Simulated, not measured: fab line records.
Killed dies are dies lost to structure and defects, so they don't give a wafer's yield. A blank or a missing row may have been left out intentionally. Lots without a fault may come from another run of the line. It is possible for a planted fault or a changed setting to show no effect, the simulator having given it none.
Which tool is to blame? | flow nandHarc | 15 lots (45 wafers sampled), 1 step of a 1159-step route

## WHAT THE GAUGES SHOWED, per wafer
NHARC_A_CONTACT_CD_MEAS_42 targets a cd of 200 nm.
lot  | measured     | on       | cdNm (nm)
L603 | day 16 19:06 | cdSem-01 | 198.8 199.8 199.9
L604 | day 16 23:28 | cdSem-01 | 200.0 199.9 199.7
L607 | day 17 09:35 | cdSem-02 | 199.8 199.4 199.2
L608 | day 17 19:22 | cdSem-02 | 200.2 200.1 200.7
L610 | day 17 23:34 | cdSem-03 | 200.6 200.7 200.9
L611 | day 18 02:04 | cdSem-02 | 199.8 200.4 199.7
L609 | day 18 06:46 | cdSem-02 | 199.9 200.1 199.6
L618 | day 19 23:38 | cdSem-03 | 199.8 199.5 199.4
L623 | day 20 13:39 | cdSem-02 | 199.5 200.0 199.2
L619 | day 20 16:55 | cdSem-02 | 199.1 199.2 199.3
L624 | day 20 21:04 | cdSem-03 | 199.5 199.5 200.1
L621 | day 20 21:52 | cdSem-03 | 200.4 199.4 200.3
L622 | day 21 02:55 | cdSem-02 | 200.1 199.8 200.7
L625 | day 21 08:49 | cdSem-01 | 199.8 199.7 199.8
L626 | day 22 19:45 | cdSem-01 | 199.6 199.3 200.0

## WHAT TOOL EACH LOT RAN ON (gives the tool, then ch and the chambers of the sampled wafers, and finally the start)
Record: no process step prior to these readings.

## WHAT THE TOOLS THEMSELVES READ (means of the sampled wafers that have a number; where no wafer has one, the mark that the record gives instead)
The record holds no such reading with a usual standard deviation.

## THE ANSWER, worked out from the rows above alone
Rule: usual is defined by the lots themselves. Put in order of their means at a reading, lots are off if they are a third of the lots or fewer, leave a main group of 4 or more, and stand apart from it by a gap of 3 or more times the standard deviation of the main group's means; of several such gaps the widest counts. A main group whose means are all the same, to the digits that the tables above print for the reading, isn't used. A lot without any number at a reading at which 4 lots or more have one is off too. All remaining lots with rows at the step are treated as sound. First the gauges in route order, then the tools' own readings, where a lot's mean is used as printed above. The first step at which some lot is off is used, and at that step the reading that is off furthest; a lot without a number counts as furthest.
No lot is off on any of the readings shown, so nothing can be concluded from this.

## WHAT THE SIMULATOR HAD PUT IN
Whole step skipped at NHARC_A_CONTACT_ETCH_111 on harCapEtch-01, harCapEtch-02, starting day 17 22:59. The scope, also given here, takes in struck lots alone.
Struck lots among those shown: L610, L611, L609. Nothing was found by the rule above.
